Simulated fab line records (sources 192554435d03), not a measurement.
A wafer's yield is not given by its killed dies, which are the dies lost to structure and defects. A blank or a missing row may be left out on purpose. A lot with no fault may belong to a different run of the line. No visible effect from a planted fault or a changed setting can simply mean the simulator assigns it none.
Chamber matching    flow n5Finfet    4 sister chambers for N5_BEOL_M5_STRIP_19 on rieDiel-02
The step strips in O2. 16 wafers are shown with their chamber, then 8 later ones without.

WAFERS WITH THEIR CHAMBER
wafer   chamber  drypumpMotorCurrentA (A)  throttleValvePct (%)  showerheadPlenumPTorr (Torr)
L076.2  3        5.8                       16.42                 1.99
L076.3  2        5.7                       16.97                 1.95
L076.4  1        5.7                       17.14                 2.02
L080.1  0        6.7                       16.35                 2.15
L080.3  1        5.7                       17.14                 2.02
L080.4  3        5.8                       16.45                 1.98
L081.2  0        6.7                       16.36                 2.15
L081.3  1        5.7                       17.14                 2.02
L081.5  0        6.7                       16.37                 2.15
L083.4  1        5.7                       17.16                 2.01
L083.5  0        6.7                       16.38                 2.14
L083.6  1        5.7                       17.17                 2.01
L089.2  3        5.8                       16.49                 1.98
L089.4  1        5.8                       17.19                 2.01
L089.6  2        5.7                       16.57                 2.21
L095.1  3        5.8                       16.48                 1.98

SIGNATURES (means of the wafers above)
reading                chamber 0  chamber 1  chamber 2  chamber 3  scatter within a chamber
drypumpMotorCurrentA   6.700      5.717      5.700      5.800      0.0264
throttleValvePct       16.3650    17.1567    16.7700    16.4600    0.0845
showerheadPlenumPTorr  2.1475     2.0150     2.0800     1.9825     0.0533
Rule: a wafer lies at a distance from a chamber equal to the root of the sum of squares, over the readings, of (its reading less the chamber's mean, divided by the reading's scatter). If the next closest chamber is less than 2 further off than the closest, the wafer can't be placed; otherwise it belongs to the closest. The scatter: the root of (the sum of the squares of (reading less its chamber's mean) over the shown wafers, divided by (wafers less chambers)).

WAFERS MISSING THEIR CHAMBER
wafer   drypumpMotorCurrentA (A)  throttleValvePct (%)  showerheadPlenumPTorr (Torr)
L095.2  5.7                       16.59                 2.20
L095.4  6.7                       16.41                 2.13
L093.1  5.9                       16.49                 1.98
L093.5  5.8                       17.20                 2.01
L093.6  6.7                       16.41                 2.13
L097.2  6.7                       16.42                 2.13
L097.4  5.8                       16.50                 1.97
L097.5  5.7                       17.23                 2.01

EACH ONE'S CHAMBER
wafer   from the rows above  in truth
L095.2  2                    2
L095.4  0                    0
L093.1  3                    3
L093.5  1                    1
L093.6  0                    0
L097.2  0                    0
L097.4  3                    3
L097.5  1                    1
8 of 8 placed correctly. Can't be placed from these rows: 0. 0 placed wrongly.
